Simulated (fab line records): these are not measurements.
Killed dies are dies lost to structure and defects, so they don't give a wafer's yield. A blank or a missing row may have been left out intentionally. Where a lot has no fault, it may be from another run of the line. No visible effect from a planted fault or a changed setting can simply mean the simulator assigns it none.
A struck lot beside a sound one :: flow nand harc :: 15 steps out of a route of 1159
Sound: wafers L812.3, L812.5, L812.6. Struck: wafers L822.1, L822.4, L822.5. The cause is given at the end.
At each step with rows: each side's tool, then ch and its chambers, then its first start. Under that, the readings that differ: sound wafers :: struck wafers :: difference of the means :: sigmas: that difference in standard deviations of wafers without a fault.
alike: a reading whose means differ by less than 2 such deviations, as well as words and numbers matching on both sides. not compared: withheld readings; readings where some wafer has no value; bounds like >300 that might hide an equal value; numbers whose values overlap and for which the record gives no deviation.
The two part at a step that has a row with sigmas, a row that says differs or no value, or rows on one side only. Numbers that have no deviation but don't overlap get no sigmas and don't part them. Lack of a reading on every wafer of one side parts them only where that side has two or more wafers.

NHARC_A_CONTACT_DESCUM_74: chemistry O2, time 3 s.
  sound on rie diel-13 ch 1,2, day 18 02:23; struck on rie diel-07 ch 0,2, day 19 21:10
reading: showerhead plenum p Torr (Torr)
sound: 1.82 1.83 1.82
struck: 2.03 1.91 2.03
difference: +0.17
sigmas: +2
  alike: drypump motor current A, oes product au, rf vpp V, throttle valve pct
  not compared: rf hours counter h
then, 3 steps without rows for these wafers: NHARC_A_CONTACT_ETCH_75 (etches the open film in CF4, target depth 39 nm, time 65 s); NHARC_A_CONTACT_ETCH_76 (etches the open film in N2/H2, target depth 260 nm, time 475.3 s); NHARC_A_CONTACT_ETCH_77 (etches the open film in CF4/CHF3, target depth 72.6 nm, time 36.3 s).
NHARC_A_CONTACT_ETCH_78: etches the open film in O2/COS, target depth 2800 nm, time 728 s.
  sound on rie diel-13 ch 2,3; struck on rie diel-07 ch 0,1,2
reading: oes product au (a.u.)
sound: 1.014 1.013 1.014
struck: 0.987 0.998 0.997
difference: -0.020
sigmas: -2

reading: throttle valve pct (%)
sound: 28.339 28.352 28.339
struck: 28.320 28.323 28.327
difference: -0.020
sigmas: -2
  alike: bias w, chamber pressure mTorr, drypump motor current A, rf fwd power W, rf vpp V, showerhead plenum p Torr
  not compared: rf hours counter h
NHARC_A_CONTACT_ETCH_124: etches the open film in C4F8/O2/Ar, time 140 s, target depth 700 nm.
  sound on har cap etch-03 ch 0,1, day 18 04:02; struck on har cap etch-02 ch 0,1, day 19 23:04
  alike: chamber pressure mTorr, oes air line au
  not compared: rf hours counter h
then, 5 steps without rows for these wafers: NHARC_A_CONTACT_ETCH_125 (etches the open film in C4F8/O2/Ar, time 155 s, target depth 956 nm); NHARC_A_CONTACT_ETCH_126 (etches the open film in C4F8/O2/Ar, time 155 s, target depth 956 nm); NHARC_A_CONTACT_ETCH_127 (etches the open film in C4F8/O2/Ar, time 155 s, target depth 956 nm); NHARC_A_CONTACT_ETCH_128 (etches the open film in C4F8/O2/Ar, time 155 s, target depth 956 nm); NHARC_A_CONTACT_ETCH_129 (etches the open film in C4F8/O2/Ar, time 155 s, target depth 956 nm).
NHARC_A_CONTACT_ETCH_130: etches the open film in C4F8/O2/Ar, time 155 s, target depth 956 nm.
  sound on har cap etch-03 ch 0,1, day 18 04:55; struck on har cap etch-02 ch 0,1, day 19 23:58
  alike: chamber pressure mTorr, oes air line au
  not compared: rf hours counter h
NHARC_A_CONTACT_ETCH_131: etches the open film in C4F8/O2/Ar, time 155 s, target depth 956 nm.
  sound on har cap etch-03 ch 0,1, day 18 05:03; struck on har cap etch-02 ch 0,1, day 20 00:07
  no value came back on the struck wafers for chamber pressure mTorr (mTorr), oes air line au (a.u.); on the sound wafers chamber pressure mTorr (mTorr) reads 19.978 19.979 19.979
  not compared: rf hours counter h
NHARC_A_CONTACT_ETCH_132: etches the open film in C4F8/O2/Ar, time 156 s, target depth 958 nm.
  sound on har cap etch-03 ch 0,1, day 18 05:12; struck on har cap etch-02 ch 0,1, day 20 00:15
  alike: chamber pressure mTorr, oes air line au
  not compared: rf hours counter h
-- record jumps: 3 days between struck wafers' starts before vs after; left off in module A_CONTACT, resumes in module END, first step shown is number 1159 of the route --
NHARC_END_SORT_01:
  sound on prober-02 ch 0, day 21 11:58; struck on prober-01 ch 0, day 22 17:34
reading: hold
sound: - - -
struck: await dispo/9.0h/scrap await dispo/9.0h/scrap await dispo/9.0h/scrap
difference: no value on the sound wafers
sigmas: 

reading: killed at array
sound: 19 15 24
struck: 675 675 675
difference: +656
sigmas: +66

reading: killed dies
sound: 24 17 24
struck: 677 677 677
difference: +655
sigmas: +60
  alike: killed at other, killed at periphery, killed open, killed short

WHERE THEY PART
Earliest at NHARC_A_CONTACT_DESCUM_74; latest, in this record, at NHARC_END_SORT_01.

WHY: what the simulator had put in
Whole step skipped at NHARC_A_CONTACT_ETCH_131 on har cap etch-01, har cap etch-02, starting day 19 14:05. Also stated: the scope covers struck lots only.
